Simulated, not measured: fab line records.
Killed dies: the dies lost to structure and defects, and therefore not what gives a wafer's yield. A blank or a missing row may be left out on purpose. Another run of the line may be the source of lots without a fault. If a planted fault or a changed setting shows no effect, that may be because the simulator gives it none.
Comparing a struck lot with a sound one :: flow n5 finfet :: 35 steps out of a route of 1938
Sound: the wafers L966.1, L966.2, L966.6. Struck: wafer L978.2. (L978.4, L978.6 of the same lot were not struck and are left out.) The cause comes at the end.
Order at every step that has rows: each side's tool, ch and its chambers, its first start. Under that, the readings that differ: sound wafers :: struck wafers :: difference of the means :: sigmas: that difference in standard deviations of wafers without a fault.
alike: readings with means less than 2 such deviations apart, plus words and numbers identical on both sides. not compared: withheld readings, readings lacking a value on some wafer, bounds such as >300 that could conceal the same value, and numbers that have no deviation in the record and whose values overlap.
Wherever a step has rows on one side only, a row that says differs or no value, or a row with sigmas, the two part there. Numbers that don't overlap but have no deviation are shown without sigmas and don't part them. A reading that every wafer of one side lacks parts them only if that side has two wafers or more.

first, 9 steps without rows for these wafers: N5_MOL_CONTACT_COAG_SRD_128 (dry time 32 s); N5_MOL_CONTACT_COAG_CMP_52 (polishes, stops on SiO2, t overpolish 1.5 s, target thk 66.5 nm); N5_MOL_CONTACT_COAG_ANNEAL_112 (time 1800 s); N5_BEOL_M0_SAQP_PECVD_00 (deposits SiCN from 3MS/NH3, target thk 8 nm, time 14 s); N5_BEOL_M0_SAQP_ILD_DEP_01 (deposits SiOC from DEMS/O2, target thk 45.419 nm, time 8.7 s); N5_BEOL_M0_SAQP_HM_DEP_02 (deposits TiN, target thk 12 nm); N5_BEOL_M0_SAQP_PECVD_03 (deposits SiCN from 3MS/NH3, target thk 12 nm, time 21.1 s); N5_BEOL_M0_SAQP_PECVD_96 (deposits a-Si from SiH4/He, target thk 45 nm, time 45.2 s); N5_BEOL_M0_SAQP_PECVD_97 (deposits SiNx from SiH4/NH3/N2, target thk 23 nm, time 19.9 s).
N5_BEOL_M0_SAQP_PECVD_04: deposits a-Si from SiH4/He, target thk 60 nm, time 60.2 s.
  sound on pecvd-02 ch 0,1, day 5 14:07; struck on pecvd-02 ch 0, day 8 23:00
reading: model.a-Si_of_BEOL_M0_SAQP_PECVD_04.thk nm (nm)
sound: 60 60 60.8
struck: 57
difference: -3
sigmas: 
  alike: heater power w, showerhead plenum p Torr, throttle valve pct
  not compared: rf fwd power W
N5_BEOL_M0_SAQP_THK_MEAS_05:
  sound: film metro-02 at day 5 14:13; struck: film metro-02 at day 8 23:06
reading: thk nm (nm)
sound: 60.1 59.9 60.8
struck: 57.0
difference: -3.3
sigmas: -4
then, 15 steps without rows for these wafers: N5_BEOL_M0_SAQP_HM_DEP_111 (deposits SiO2 from SiH4/N2O, target thk 12 nm, time 7.2 s); N5_BEOL_M0_SAQP_COAT_81 (time 60 s, resist thk 100 nm); N5_BEOL_M0_SAQP_COAT_82 (time 60 s, resist thk 30 nm); N5_BEOL_M0_SAQP_COAT_08 (resist thk 90 nm); N5_BEOL_M0_SAQP_EBR_10; N5_BEOL_M0_SAQP_SOFTBAKE_09 (time 60 s); N5_BEOL_M0_SAQP_EXPOSE_11 (exposes mask M0 CORE, target cd 42 nm); N5_BEOL_M0_SAQP_PEB_12 (peb time 60 s); N5_BEOL_M0_SAQP_DEVELOP_13 (develop time 30 s); N5_BEOL_M0_SAQP_DESCUM_19 (chemistry O2, time 7.9 s); N5_BEOL_M0_SAQP_ETCH_83 (etches SiARC in CF4, target depth 39 nm, time 65 s); N5_BEOL_M0_SAQP_ETCH_84 (etches SOC in N2/H2, target depth 100 nm, overetch 20 nm, time 150 s); N5_BEOL_M0_SAQP_STRIP_80 (strips in N2/H2); N5_BEOL_M0_SAQP_HM_OPEN_112 (chemistry CHF3/O2, target SiO2, stops on a-Si, target depth 12 nm, time 13.5 s); N5_BEOL_M0_SAQP_STRIP_113 (strips in CHF3/O2).
N5_BEOL_M0_SAQP_MANDREL_ETCH_20: etches a-Si in HBr/Cl2, stops on SiNx, target depth 60 nm, bt time 10 s, time 30 s.
  sound on rie si-05 ch 0,1, day 5 14:56; struck on rie si-05 ch 3, day 9 00:22
reading: oes product au (a.u.)
sound: 0.780 0.790 0.783
struck: 0.747
difference: -0.037
sigmas: -2

reading: model.etch.depth nm (nm)
sound: 60.08 59.91 60.8
struck: 56.96
difference: -3.30
sigmas: 
  alike: HBr_flow_sccm, drypump motor current A, rf fwd power W, throttle valve pct
  not compared: rf hours counter h
then, 5 steps without rows for these wafers: N5_BEOL_M0_SAQP_STRIP_86 (strips in N2/H2); N5_BEOL_M0_SAQP_STRIP_115 (strips in post etch residue remover, time 60 s); N5_BEOL_M0_SAQP_SRD_93 (time 30 s); N5_BEOL_M0_SAQP_RECESS_114 (chemistry HF/NH3, target SiO2, target depth 14.4 nm, afs cycles 3, sublimation time 60 s); N5_BEOL_M0_SAQP_SPACER1_ALD_98 (deposits SiO2, target thk 12.8 nm, pulse time 1 s, purge time 2 s).
N5_BEOL_M0_SAQP_SPACER1_ETCHBACK_99: etches SiO2 in CHF3/O2, target depth 15.4 nm, time 7.7 s.
  sound on rie diel-06 ch 1,2,3, day 5 16:01; struck on rie diel-05 ch 3, day 9 01:30
reading: model.a-Si_of_BEOL_M0_SAQP_PECVD_04.thk nm (nm)
sound: 59.4 59.4 60.2
struck: 56.4
difference: -3.3
sigmas: 
  alike: drypump motor current A, oes product au, rf fwd power W, rf vpp V, showerhead plenum p Torr, throttle valve pct
  not compared: rf hours counter h
then, 1 step without rows for these wafers: N5_BEOL_M0_SAQP_MANDREL1_REMOVE_100 (chemistry HBr/Cl2/O2, target a-Si, stops on SiNx, bt time 10 s).
-- the record jumps here: 2 days lie between the struck wafers' starts before and after (it left off in module BEOL_M0_SAQP and takes up again in module BEOL_M4, whose first step shown is number 1111 of the route) --
N5_BEOL_M4_RC_MEAS_101:
  sound on prober-02 ch 0, day 7 17:55; struck on prober-02 ch 0, day 11 09:32
  alike: DIBL_N, DIBL_P, IOFF_N, IOFF_P, ION_N, ION_P, SS_N, SS_P, VT_N, VT_P

WHERE THEY PART
Earliest at N5_BEOL_M0_SAQP_THK_MEAS_05; latest, in this record, at N5_BEOL_M0_SAQP_MANDREL_ETCH_20. Later steps at which nothing parts them and some readings are alike: N5_BEOL_M0_SAQP_SPACER1_ETCHBACK_99, N5_BEOL_M4_RC_MEAS_101.

WHY: what had been put in by the simulator
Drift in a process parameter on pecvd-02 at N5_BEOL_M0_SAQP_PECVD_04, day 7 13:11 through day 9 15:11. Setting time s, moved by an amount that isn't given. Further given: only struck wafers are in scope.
